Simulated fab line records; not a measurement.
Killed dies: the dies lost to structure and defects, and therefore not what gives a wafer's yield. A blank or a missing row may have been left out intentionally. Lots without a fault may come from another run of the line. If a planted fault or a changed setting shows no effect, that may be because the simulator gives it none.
One fault seen from 2 desks || flow n5-finfet || each desk holds nothing but its own numbers, with what lay behind them at the end

## TOOL OWNER'S DESK, rie-diel-04
The tool's own readings at N5_BEOL_M5_TRENCH_ETCH_37 (etches SiCOH lowk in C4F6/O2, target depth 71.652 nm, time 24.7 s): means of the sampled wafers that have a number, for each lot that ran on this tool. If a lot's mean is further than 4 standard deviations from the usual mean, the lot is out of limits and carries the mark OUT (the distance appears in the brackets).
Columns: A = O2_flow_sccm at N5_BEOL_M5_TRENCH_ETCH_37, usual 9.993 sccm; B = bias-w at N5_BEOL_M5_TRENCH_ETCH_37, usual 185.0 W; C = drypump-motor-current-A at N5_BEOL_M5_TRENCH_ETCH_37, usual 5.8 A; D = oes-product-au at N5_BEOL_M5_TRENCH_ETCH_37, usual 0.79 a.u.; E = rf-vpp-V at N5_BEOL_M5_TRENCH_ETCH_37, usual 663 V; F = showerhead-plenum-p-Torr at N5_BEOL_M5_TRENCH_ETCH_37, usual 2.83 Torr; G = throttle-valve-pct at N5_BEOL_M5_TRENCH_ETCH_37, usual 21.00 %
{"lot": "L476", "first seen here": "day 9 21:46", "A": 10.036, "B": 184.7, "C": 5.8, "D": 0.80, "E": 664, "F": 2.79, "G": 21.10}
{"lot": "L479", "first seen here": "day 10 23:50", "A": 10.012, "B": "122.7 (-99 or more) OUT", "C": 5.7, "D": 0.70, "E": "471 (-12) OUT", "F": 2.77, "G": 20.96}
{"lot": "L483", "first seen here": "day 11 23:13", "A": 9.968, "B": "122.8 (-99 or more) OUT", "C": 5.7, "D": 0.70, "E": "472 (-12) OUT", "F": 2.77, "G": 20.98}
{"lot": "L491", "first seen here": "day 14 05:44", "A": 10.009, "B": 184.7, "C": 5.7, "D": 0.82, "E": 655, "F": 2.76, "G": 20.90}
This desk's finding: out of limits on L479, L483; first on L479, day 10 23:50 (bias-w at N5_BEOL_M5_TRENCH_ETCH_37). L476, L491 stayed within limits.

## METROLOGY DESK
What the gauges read, lot by lot, whatever tool the lot ran on: means of the sampled wafers that have a number. If a lot's mean is further than 4 standard deviations from the usual mean, the lot is out of limits and carries the mark OUT (the distance appears in the brackets).
Columns: A = trench-depth-nm at N5_BEOL_M5_OCD_MEAS_38, usual 72.0 nm; B = M5_THK at N5_BEOL_M5_THK_MEAS_53, usual 61.3 nm; C = M5_RS at N5_BEOL_M5_RS_MEAS_57, usual 0.388 ohm/sq
{"lot": "L476", "first seen here": "day 9 21:55", "A": 71.1, "B": 61.5, "C": 0.388}
{"lot": "L477", "first seen here": "day 10 17:12", "A": 73.5, "B": 62.8, "C": 0.376}
{"lot": "L479", "first seen here": "day 10 23:59", "A": "62.8 (-7.1) OUT", "B": "51.4 (-5.2) OUT", "C": "0.482 (+6.7) OUT"}
{"lot": "L483", "first seen here": "day 11 23:22", "A": "62.5 (-7.3) OUT", "B": "52.6 (-4.6) OUT", "C": "0.462 (+5.3) OUT"}
{"lot": "L488", "first seen here": "day 13 19:33", "A": 74.7, "B": 64.6, "C": 0.366}
{"lot": "L491", "first seen here": "day 14 05:54", "A": 71.0, "B": 61.1, "C": 0.385}
{"lot": "L493", "first seen here": "day 14 12:47", "A": 72.7, "B": 60.8, "C": 0.390}
{"lot": "L495", "first seen here": "day 15 21:29", "A": 72.5, "B": 63.4, "C": 0.377}
This desk's finding: out of limits on L479, L483; first on L479, day 10 23:59 (trench-depth-nm at N5_BEOL_M5_OCD_MEAS_38). L476, L477, L488, L491, L493, L495 stayed within limits.

## PUT TOGETHER
At day 10 23:50, on L479, L483, the tool owner's desk was in a position to raise an alarm.
At day 10 23:59 the metrology desk could have sounded an alarm, on L479, L483.
N5_BEOL_M5_TRENCH_ETCH_37 was run on rie-diel-04 by each of the lots named.

## WHAT THE SIMULATOR HAD INSERTED
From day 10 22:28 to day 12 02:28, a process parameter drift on rie-diel-04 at N5_BEOL_M5_TRENCH_ETCH_37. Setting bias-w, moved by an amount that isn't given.
Struck lots among those shown: L479, L483.
Hours from the fault's start to each desk's first reading out of limits: the tool owner's desk, 1; the metrology desk, 2.
